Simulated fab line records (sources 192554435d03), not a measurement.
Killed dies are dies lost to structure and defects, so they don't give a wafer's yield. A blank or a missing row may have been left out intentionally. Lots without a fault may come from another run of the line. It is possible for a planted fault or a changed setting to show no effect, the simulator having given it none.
Matching of chambers | flow n5-finfet | N5_BEOL_M8_PECVD_70 on pecvd-03: 3 sister chambers
The step deposits SiO2 from TEOS/O2, target thk 20 nm, time 22.7 s. 3 wafers are shown with their chamber, then 8 later ones without.

WAFERS PAIRED WITH THEIR CHAMBERS
wafer  | chamber | showerhead-plenum-p-Torr (Torr)
L084.4 | 0       | 8.87
L084.5 | 1       | 8.77
L086.1 | 2       | 8.67

WAFERS WHOSE CHAMBER IS MISSING
wafer  | showerhead-plenum-p-Torr (Torr)
L086.2 | 8.84
L086.6 | 8.78
L093.3 | 8.69
L093.4 | 8.67
L093.6 | 8.79
L097.2 | 8.86
L097.3 | 8.69
L097.6 | 8.84

EACH ONE'S CHAMBER
wafer  | from the rows above | in truth
L086.2 | 0                   | 0
L086.6 | 1                   | 1
L093.3 | 2                   | 2
L093.4 | 2                   | 2
L093.6 | 1                   | 1
L097.2 | 0                   | 0
L097.3 | 2                   | 2
L097.6 | 0                   | 0
Correctly placed: 8 of 8. Left unplaced by these rows: 0. Number placed wrongly: 0.
How it was worked out, from the rows above alone: a wafer's distance from a chamber is the root of the sum, over the readings, of the square of ((its reading less the chamber's mean) divided by the reading's scatter). The wafer belongs to the nearest chamber; if the next one is less than 2 further off, it can't be placed. A chamber's mean is the mean of its shown wafers. The scatter: with one shown wafer a chamber, the root of the mean of the squares of how far each hidden wafer lies from its nearest shown one.
